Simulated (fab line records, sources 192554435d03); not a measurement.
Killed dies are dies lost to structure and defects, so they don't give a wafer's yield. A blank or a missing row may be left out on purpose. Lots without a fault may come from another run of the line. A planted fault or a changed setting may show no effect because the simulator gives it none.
Chamber matching | flow n5_finfet | N5_BEOL_M4_ILD_DEP_00 on pecvd-01: 3 sister chambers
The step deposits SiOC from DEMS/O2, target thk 79 nm, time 15.3 s. 3 wafers are shown with their chamber, then 8 later ones without.

WAFERS WITH THEIR CHAMBER
wafer  | chamber | heater_power_w (W)
L981.3 | 0       | 430
L982.5 | 2       | 422
L983.3 | 1       | 555

WAFERS WITHOUT THEIR CHAMBER
wafer  | heater_power_w (W)
L983.4 | 424
L983.6 | 475
L996.2 | 431
L996.3 | 504
L996.6 | 495
L995.4 | 354
L995.5 | 511
L995.6 | 443

WHICH CHAMBER EACH WENT THROUGH
wafer  | from the rows above          | in truth
L983.4 | can't be placed: 2 or 0      | 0
L983.6 | can't be placed: 0 or 2 or 1 | 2
L996.2 | can't be placed: 0 or 2      | 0
L996.3 | can't be placed: 1 or 0 or 2 | 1
L996.6 | can't be placed: 1 or 0 or 2 | 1
L995.4 | can't be placed: 2 or 0      | 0
L995.5 | can't be placed: 1 or 0 or 2 | 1
L995.6 | can't be placed: 0 or 2      | 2
Placed correctly: 0 of 8. Can't be placed from these rows: 8 (the true chamber is among the candidates in 8). Placed wrongly: 0.
How it was worked out, from the rows above alone: a wafer's distance from a chamber is the root of the sum, over the readings, of the square of ((its reading less the chamber's mean) divided by the reading's scatter). The wafer belongs to the nearest chamber; if the next one is less than 2 further off, it can't be placed. A chamber's mean is the mean of its shown wafers. The scatter: with one shown wafer a chamber, the root of the mean of the squares of how far each hidden wafer lies from its nearest shown one.
